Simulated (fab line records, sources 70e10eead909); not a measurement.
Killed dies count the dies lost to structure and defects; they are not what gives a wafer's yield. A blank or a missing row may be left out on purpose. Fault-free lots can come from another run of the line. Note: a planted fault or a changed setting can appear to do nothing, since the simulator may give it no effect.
Chamber matching    flow nand harc    NHARC_A_STAIRCASE_DEP_325 on pecvd-01 has 3 sister chambers
The step deposits SiO2, target thk 7200 nm. 16 wafers are shown with their chamber, then 8 later ones without.

## WAFERS PAIRED WITH THEIR CHAMBERS
wafer   chamber  heater power outer w (W)  heater power w (W)
L075.4  0        326                       561
L075.5  2        339                       574
L075.6  1        321                       564
L076.3  1        329                       565
L076.4  2        345                       580
L076.6  1        317                       560
L081.2  0        345                       578
L081.3  1        373                       630
L081.6  2        340                       582
L085.1  2        446                       745
L085.2  0        439                       708
L085.4  1        315                       569
L088.3  1        417                       702
L088.5  0        342                       575
L088.6  2        372                       618
L091.2  2        441                       762

SIGNATURES, as means of the wafers listed above
reading               chamber 0  chamber 1  chamber 2  scatter within a chamber
heater power outer w  363.00     345.33     380.50     47.3
heater power w        605.50     598.33     643.50     72.4
Rule: distance of a wafer from a chamber = root of the sum over the readings of ((wafer's reading minus chamber's mean) / reading's scatter) squared. If the next closest chamber is less than 2 further off than the closest, the wafer can't be placed; otherwise it belongs to the closest. How the scatter is found: for the shown wafers, subtract from each reading the mean of its chamber, square and add these, divide the total by (wafers less chambers), then take the root.

## WAFERS WITH NO CHAMBER GIVEN
wafer   heater power outer w (W)  heater power w (W)
L091.4  339                       589
L091.5  312                       570
L093.1  439                       711
L093.4  327                       573
L093.6  312                       576
L097.4  319                       581
L097.5  341                       582
L097.6  375                       634

## CHAMBER TAKEN BY EACH
wafer   from the rows above           in truth
L091.4  can't be placed: 1 or 0 or 2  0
L091.5  can't be placed: 1 or 0 or 2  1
L093.1  can't be placed: 2 or 0 or 1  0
L093.4  can't be placed: 1 or 0 or 2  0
L093.6  can't be placed: 1 or 0 or 2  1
L097.4  can't be placed: 1 or 0 or 2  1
L097.5  can't be placed: 1 or 0 or 2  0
L097.6  can't be placed: 2 or 0 or 1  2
Placed correctly: 0 of 8. Can't be placed from these rows: 8 (the true chamber is among the candidates in 8). Placed wrongly: 0.
